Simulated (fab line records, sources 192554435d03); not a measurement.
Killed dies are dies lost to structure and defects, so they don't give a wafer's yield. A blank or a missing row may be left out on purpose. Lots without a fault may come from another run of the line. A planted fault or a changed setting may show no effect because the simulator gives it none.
Chamber matching | flow n5_finfet | N5_BEOL_M7_CMP_52 on cmp-03: 4 sister chambers
The step polishes, stops on SiCOH lowk, t overpolish 6.9 s, target thk 80 nm. 8 wafers are shown with their chamber, then 10 later ones without.

WAFERS WITH THEIR CHAMBER
wafer  | chamber | motor_current_A (A) | overpolish_run_s (s)
L075.5 | 2       | 6.0                 | 6.891
L087.6 | 3       | 5.3                 | 6.912
L082.4 | 3       | 5.5                 | 6.894
L086.4 | 1       | 6.4                 | 6.908
L086.5 | 1       | 6.8                 | 6.898
L086.6 | 0       | 5.6                 | 6.907
L085.2 | 0       | 5.7                 | 6.901
L085.3 | 2       | 6.0                 | 6.887

WAFERS WITHOUT THEIR CHAMBER
wafer  | motor_current_A (A) | overpolish_run_s (s)
L085.6 | 6.2                 | 6.911
L090.1 | 6.8                 | 6.910
L090.3 | 5.9                 | 6.884
L090.6 | 6.7                 | 6.927
L095.2 | 5.6                 | 6.907
L095.4 | 6.0                 | 6.903
L095.6 | 5.8                 | 6.922
L097.1 | 5.7                 | 6.900
L097.2 | 6.0                 | 6.903
L097.5 | 5.5                 | 6.899

WHICH CHAMBER EACH WENT THROUGH
wafer  | from the rows above               | in truth
L085.6 | can't be placed: 1 or 2 or 0      | 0
L090.1 | 1                                 | 1
L090.3 | 2                                 | 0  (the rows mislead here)
L090.6 | 1                                 | 1
L095.2 | can't be placed: 0 or 3           | 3
L095.4 | can't be placed: 2 or 0 or 1 or 3 | 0
L095.6 | can't be placed: 0 or 3 or 2      | 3
L097.1 | can't be placed: 0 or 3 or 2      | 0
L097.2 | can't be placed: 2 or 0 or 1 or 3 | 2
L097.5 | can't be placed: 3 or 0           | 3
Placed correctly: 2 of 10. Can't be placed from these rows: 7 (the true chamber is among the candidates in 7). Placed wrongly: 1.
How it was worked out, from the rows above alone: a wafer's distance from a chamber is the root of the sum, over the readings, of the square of ((its reading less the chamber's mean) divided by the reading's scatter). The wafer belongs to the nearest chamber; if the next one is less than 2 further off, it can't be placed. A chamber's mean is the mean of its shown wafers. The scatter: the root of (the sum of the squares of (reading less its chamber's mean) over the shown wafers, divided by (wafers less chambers)).
